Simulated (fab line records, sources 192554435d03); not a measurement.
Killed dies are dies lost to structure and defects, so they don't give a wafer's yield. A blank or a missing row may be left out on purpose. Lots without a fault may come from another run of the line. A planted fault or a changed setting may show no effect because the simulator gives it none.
Which tool did it? | flow n5_finfet | 11 lots, 33 wafers sampled, at 5 steps of a route of 1938

WHAT THE GAUGES READ, wafer by wafer
N5_SD_EPI_N_INSPECT_26: inspects for defects (darkfield).
lot  | measured    | on                | raw_defect_count
L075 | day 3 13:59 | defect_inspect-01 | 169 203 213
L077 | day 3 23:55 | defect_inspect-01 | 190 164 167
L079 | day 4 10:15 | defect_inspect-01 | 231 201 189
L082 | day 5 08:34 | defect_inspect-02 | 153 213 196
L085 | day 6 02:28 | defect_inspect-02 | 191 208 162
L087 | day 6 11:16 | defect_inspect-01 | 183 174 208
L089 | day 7 01:29 | defect_inspect-01 | 188 192 210
L091 | day 7 12:16 | defect_inspect-02 | 195 219 177
L093 | day 7 23:25 | defect_inspect-01 | 164 175 266
L095 | day 8 10:55 | defect_inspect-02 | 198 157 157
L097 | day 8 23:14 | defect_inspect-01 | 175 161 213

WHICH TOOL RAN EACH LOT (tool, then ch and the chambers of the sampled wafers, then the start)
lot  | N5_DUMMY_GATE_STRIP_48            | N5_SD_EPI_N_DESCUM_14             | N5_SD_EPI_N_ETCH_34               | N5_SD_EPI_N_ETCH_16
L075 | rie_diel-04 ch 0,1, day 3 08:02   | rie_diel-01 ch 1,3, day 3 10:02   | rie_diel-01 ch 1,3, day 3 10:04   | rie_diel-01 ch 1,3, day 3 10:39
L077 | rie_diel-04 ch 0,3, day 3 18:20   | rie_diel-01 ch 0,3, day 3 19:55   | rie_diel-01 ch 0,3, day 3 19:58   | rie_diel-01 ch 0,3, day 3 20:32
L079 | rie_diel-04 ch 0,2, day 4 04:38   | rie_diel-02 ch 0,3, day 4 06:17   | rie_diel-02 ch 0,3, day 4 06:19   | rie_diel-02 ch 0,3, day 4 06:53
L082 | rie_diel-04 ch 0,3, day 5 00:51   | rie_diel-01 ch 0,2, day 5 04:35   | rie_diel-01 ch 0,2, day 5 04:37   | rie_diel-01 ch 0,2, day 5 05:11
L085 | rie_diel-05 ch 0,1, day 5 21:10   | rie_diel-01 ch 1,2,3, day 5 22:26 | rie_diel-01 ch 1,2,3, day 5 22:28 | rie_diel-01 ch 1,2,3, day 5 23:03
L087 | rie_diel-04 ch 1,3, day 6 05:05   | rie_diel-01 ch 0,2, day 6 06:52   | rie_diel-01 ch 0,2, day 6 06:54   | rie_diel-01 ch 0,2, day 6 07:29
L089 | rie_diel-05 ch 0,2,3, day 6 19:37 | rie_diel-01 ch 0,2, day 6 21:32   | rie_diel-01 ch 0,2, day 6 21:34   | rie_diel-01 ch 0,2, day 6 22:09
L091 | rie_diel-03 ch 1,2,3, day 7 05:16 | rie_diel-01 ch 0,1,3, day 7 06:35 | rie_diel-01 ch 0,1,3, day 7 06:37 | rie_diel-01 ch 0,1,3, day 7 07:12
L093 | rie_diel-04 ch 0,1,2, day 7 17:55 | rie_diel-01 ch 1,3, day 7 19:08   | rie_diel-01 ch 1,3, day 7 19:10   | rie_diel-01 ch 1,3, day 7 19:45
L095 | rie_diel-05 ch 1,2,3, day 8 05:34 | rie_diel-06 ch 1,2,3, day 8 06:50 | rie_diel-06 ch 1,2,3, day 8 06:52 | rie_diel-06 ch 1,2,3, day 8 07:27
L097 | rie_diel-04 ch 0,1,3, day 8 16:56 | rie_diel-02 ch 1,2, day 8 18:32   | rie_diel-02 ch 1,2, day 8 18:34   | rie_diel-02 ch 1,2, day 8 19:08
- N5_DUMMY_GATE_STRIP_48: strips in N2/H2, time 20 s.
- N5_SD_EPI_N_DESCUM_14: chemistry O2, time 7.9 s.
- N5_SD_EPI_N_ETCH_34: etches SiARC in CF4, target depth 45.5 nm, time 75.8 s.
- N5_SD_EPI_N_ETCH_16: etches SiO2 in CHF3/O2, target depth 5 nm.

THE ANSWER, worked out from the rows above alone
Rule: what is usual is taken from the lots themselves. Put in order of their means at a reading, lots are off if they are a third of the lots or fewer, leave a main group of 4 or more, and stand apart from it by a gap of 3 or more times the standard deviation of the main group's means; of several such gaps the widest counts. A main group whose means are all the same, to the digits that the tables above print for the reading, isn't used. A lot without any number at a reading at which 4 lots or more have one is off too. The other lots that the step has rows for count as sound.
No lot is off at any reading shown: from this, nothing can be told.

WHAT THE SIMULATOR HAD PUT IN
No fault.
